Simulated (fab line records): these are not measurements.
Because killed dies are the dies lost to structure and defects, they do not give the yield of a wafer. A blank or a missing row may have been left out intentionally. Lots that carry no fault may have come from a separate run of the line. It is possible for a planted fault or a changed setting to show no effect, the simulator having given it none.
The same fault as seen by 2 desks :: flow n5Finfet :: each desk has only its own numbers; what lay behind them comes last

THE DEFECT DESK
Per lot, the means of the sampled wafers with a number show what the inspections along the route counted. If a lot's mean is further than 4 standard deviations from the usual mean, the lot is out of limits and carries the mark OUT (the distance appears in the brackets).
Columns: A = rawDefectCount at N5_BEOL_M11_INSPECT_58, usual 66
lot: L134
first seen here: day 10 16:32
A: 73

lot: L135
first seen here: day 10 22:50
A: 68

lot: L137
first seen here: day 11 07:24
A: 56

lot: L138
first seen here: day 11 19:27
A: 72

lot: L141
first seen here: day 12 13:03
A: 69

lot: L144
first seen here: day 12 23:51
A: 57

lot: L145
first seen here: day 13 21:39
A: 46

lot: L153
first seen here: day 15 03:23
A: 39

lot: L150
first seen here: day 15 12:54
A: 69

lot: L154
first seen here: day 16 02:41
A: 42

lot: L155
first seen here: day 16 13:08
A: 41
This desk found nothing out of limits on any of the 11 lots.

FOR THE TOOL OWNER'S DESK: lithoTrack-03
The tool's own readings at N5_BEOL_M12_COAT_04 (resist thk 400 nm): means of the sampled wafers that have a number, for each lot that ran on this tool. If a lot's mean is further than 4 standard deviations from the usual mean, the lot is out of limits and carries the mark OUT (the distance appears in the brackets).
Columns: A = spinSpeedRpm at N5_BEOL_M12_COAT_04, usual 1625.0 rpm
lot: L134
first seen here: day 10 16:47
A: 1625.4

lot: L145
first seen here: day 13 21:54
A: 1624.3

lot: L150
first seen here: day 15 13:06
A: 1563.8 (-56) OUT
This desk's finding: out of limits on L150; first on L150, day 15 13:06 (spinSpeedRpm at N5_BEOL_M12_COAT_04). L134, L145 stayed within limits.

ALL TOGETHER
On L150, at day 15 13:06, an alarm was possible from the tool owner's desk.
No out-of-limits result turned up at the defect desk.
The defect desk has L150 on record, within its limits.
All the named lots went through N5_BEOL_M12_COAT_04 on lithoTrack-03.

WHAT THE SIMULATOR HAD PUT IN
Process parameters drifting: lithoTrack-03 at N5_BEOL_M12_COAT_04, beginning at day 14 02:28. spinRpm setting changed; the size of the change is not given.
Struck lots among those shown: L150.
Hours from the fault's start to each desk's first reading out of limits: the tool owner's desk, 35.
